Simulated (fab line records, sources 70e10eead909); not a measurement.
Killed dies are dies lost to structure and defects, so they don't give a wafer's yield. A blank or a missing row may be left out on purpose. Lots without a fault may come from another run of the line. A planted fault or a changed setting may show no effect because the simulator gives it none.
A struck lot beside a sound one | flow nand_harc | 42 steps out of a route of 1159
Sound: wafers L606.2, L606.4, L606.5. Struck: wafers L602.2, L602.4, L602.6. The cause comes at the end.
At each step with rows: each side's tool, then ch and its chambers, then its first start. Under that, the readings that differ: sound wafers | struck wafers | difference of the means | sigmas: that difference in standard deviations of wafers without a fault.
alike: readings whose means differ by less than 2 such deviations, and words and numbers that are the same on both sides. not compared: withheld readings, readings that some wafer has no value for, bounds like >300 that may hide the same value, and numbers for which the record gives no deviation and whose values overlap.
The two part at a step that has a row with sigmas, a row that says differs or no value, or rows on one side only. Numbers that don't overlap but have no deviation are shown without sigmas and don't part them. A reading that every wafer of one side lacks parts them only if that side has two wafers or more.

first, 8 steps without rows for these wafers: NHARC_A_CONTACT_ETCH_75 (etches the open film in CF4, target depth 39 nm, time 65 s); NHARC_A_CONTACT_ETCH_76 (etches the open film in N2/H2, target depth 260 nm, time 475.3 s); NHARC_A_CONTACT_ETCH_77 (etches the open film in CF4/CHF3, target depth 72.6 nm, time 36.3 s); NHARC_A_CONTACT_ETCH_78 (etches the open film in O2/COS, target depth 2800 nm, time 728 s); NHARC_A_CONTACT_ETCH_124 (etches the open film in C4F8/O2/Ar, time 140 s, target depth 700 nm); NHARC_A_CONTACT_ETCH_125 (etches the open film in C4F8/O2/Ar, time 155 s, target depth 956 nm); NHARC_A_CONTACT_ETCH_126 (etches the open film in C4F8/O2/Ar, time 155 s, target depth 956 nm); NHARC_A_CONTACT_ETCH_127 (etches the open film in C4F8/O2/Ar, time 155 s, target depth 956 nm).
NHARC_A_CONTACT_ETCH_128: etches the open film in C4F8/O2/Ar, time 155 s, target depth 956 nm.
  sound on har_cap_etch-01 ch 0,1, day 20 14:07; struck on har_cap_etch-02 ch 0,1, day 20 02:40
  not compared: rf_hours_counter_h
then, 3 steps without rows for these wafers: NHARC_A_CONTACT_ETCH_129 (etches the open film in C4F8/O2/Ar, time 155 s, target depth 956 nm); NHARC_A_CONTACT_ETCH_130 (etches the open film in C4F8/O2/Ar, time 155 s, target depth 956 nm); NHARC_A_CONTACT_ETCH_131 (etches the open film in C4F8/O2/Ar, time 155 s, target depth 956 nm).
NHARC_A_CONTACT_ETCH_132: etches the open film in C4F8/O2/Ar, time 156 s, target depth 958 nm.
  sound on har_cap_etch-01 ch 0,1, day 20 14:40; struck on har_cap_etch-02 ch 0,1, day 20 03:25
  not compared: rf_hours_counter_h
then, 3 steps without rows for these wafers: NHARC_A_CONTACT_ETCH_133 (etches the open film in C4F8/O2/Ar, time 195 s, target depth 840 nm); NHARC_A_CONTACT_ETCH_91 (etches the open film in CH3F/O2, target depth 40 nm, time 85.7 s); NHARC_A_CONTACT_ETCH_97 (etches the open film in C4F6/O2, target depth 20 nm, time 10 s).
NHARC_A_CONTACT_CD_MEAS_80:
  sound on cd_sem-02, day 20 15:35; struck on cd_sem-02, day 20 04:29
  alike: cd_nm
then, 6 steps without rows for these wafers: NHARC_A_CONTACT_STRIP_103 (strips in N2/H2); NHARC_A_CONTACT_STRIP_104 (strips in CF4/CHF3); NHARC_A_CONTACT_STRIP_105 (strips in O2/COS); NHARC_A_CONTACT_ETCH_106 (etches the open film in CF4/O2, target depth 60 nm, overetch 6 nm, time 33 s); NHARC_A_CONTACT_STRIP_82 (strips in O2); NHARC_A_CONTACT_STRIP_83 (strips in post etch residue remover, time 600 s).
NHARC_A_CONTACT_DEP_84: deposits aC, target thk 2000 nm.
  sound on acl_dep-01 ch 0, day 20 17:07; struck on acl_dep-02 ch 0, day 20 06:01
  alike: throttle_valve_pct
NHARC_A_CONTACT_DEP_85: deposits SiON, target thk 50 nm.
  sound on pecvd-01 ch 0,1,2, day 20 18:11; struck on pecvd-01 ch 0,1, day 20 07:04
  alike: heater_power_w
then, 10 steps without rows for these wafers: NHARC_A_CONTACT_DEHYDRATE_00 (time 120 s); NHARC_A_CONTACT_HMDS_01 (time 30 s); NHARC_A_CONTACT_COAT_86 (time 75 s); NHARC_A_CONTACT_COAT_87 (time 65 s); NHARC_A_CONTACT_COAT_02 (resist thk 90 nm); NHARC_A_CONTACT_SOFTBAKE_03 (time 55 s); NHARC_A_CONTACT_EBR_04; NHARC_A_CONTACT_EXPOSE_05 (exposes mask A CC); NHARC_A_CONTACT_PEB_06 (peb time 65 s); NHARC_A_CONTACT_DEVELOP_07 (develop time 35 s).
NHARC_A_CONTACT_CD_MEAS_08: target cd 100 nm.
  sound on cd_sem-03 ch 0, day 20 18:47; struck on cd_sem-01 ch 0, day 20 07:48
  reading    | sound             | struck          | difference | sigmas
  cd_nm (nm) | 102.0 101.7 100.7 | 99.8 99.1 100.8 | -1.6       | -2
NHARC_A_CONTACT_OVL_MEAS_09:
  sound on overlay-02, day 20 18:53; struck on overlay-02, day 20 07:53
  alike: overlay_x_nm, overlay_y_nm
then, 1 step without rows for these wafers: NHARC_A_CONTACT_DESCUM_13 (chemistry O2, time 3 s).
NHARC_A_CONTACT_ETCH_88: etches the open film in CF4, target depth 39 nm, time 65 s.
  sound on rie_diel-02 ch 2,3, day 20 19:04; struck on rie_diel-03 ch 0,1,2, day 20 08:05
  reading                     | sound       | struck      | difference | sigmas
  drypump_motor_current_A (A) | 6.4 6.7 6.7 | 5.8 5.2 5.6 | -1.1       | -2
  alike: oes_product_au, rf_vpp_V, showerhead_plenum_p_Torr, throttle_valve_pct
  not compared: rf_hours_counter_h
then, 1 step without rows for these wafers: NHARC_A_CONTACT_ETCH_89 (etches the open film in N2/H2, target depth 260 nm, time 475.3 s).
NHARC_A_CONTACT_ETCH_30: etches the open film in CF4/CHF3, target depth 60.5 nm, time 30.2 s.
  sound on rie_diel-02 ch 0,2; struck on rie_diel-03 ch 1,2,3
  reading               | sound             | struck            | difference | sigmas
  oes_product_au (a.u.) | 0.936 0.919 0.900 | 0.968 0.987 0.979 | +0.060     | +3
  alike: drypump_motor_current_A, rf_vpp_V, showerhead_plenum_p_Torr, throttle_valve_pct
  not compared: rf_hours_counter_h
-- the record jumps here: 3 days lie between the struck wafers' starts before and after (it left off in module A_CONTACT and takes up again in module END, whose first step shown is number 1159 of the route) --
NHARC_END_SORT_01:
  sound on prober-02 ch 0, day 23 04:10; struck on prober-02 ch 0, day 22 20:13
  reading         | sound    | struck     | difference | sigmas
  killed_at_array | 20 21 21 | 87 99 102  | +75        | +7
  killed_dies     | 26 25 26 | 89 102 105 | +73        | +7
  alike: killed_at_other, killed_at_periphery, killed_open, killed_short

WHERE THEY PART
First at NHARC_A_CONTACT_CD_MEAS_08; last, within this record, at NHARC_END_SORT_01.

WHY: what the simulator had put in
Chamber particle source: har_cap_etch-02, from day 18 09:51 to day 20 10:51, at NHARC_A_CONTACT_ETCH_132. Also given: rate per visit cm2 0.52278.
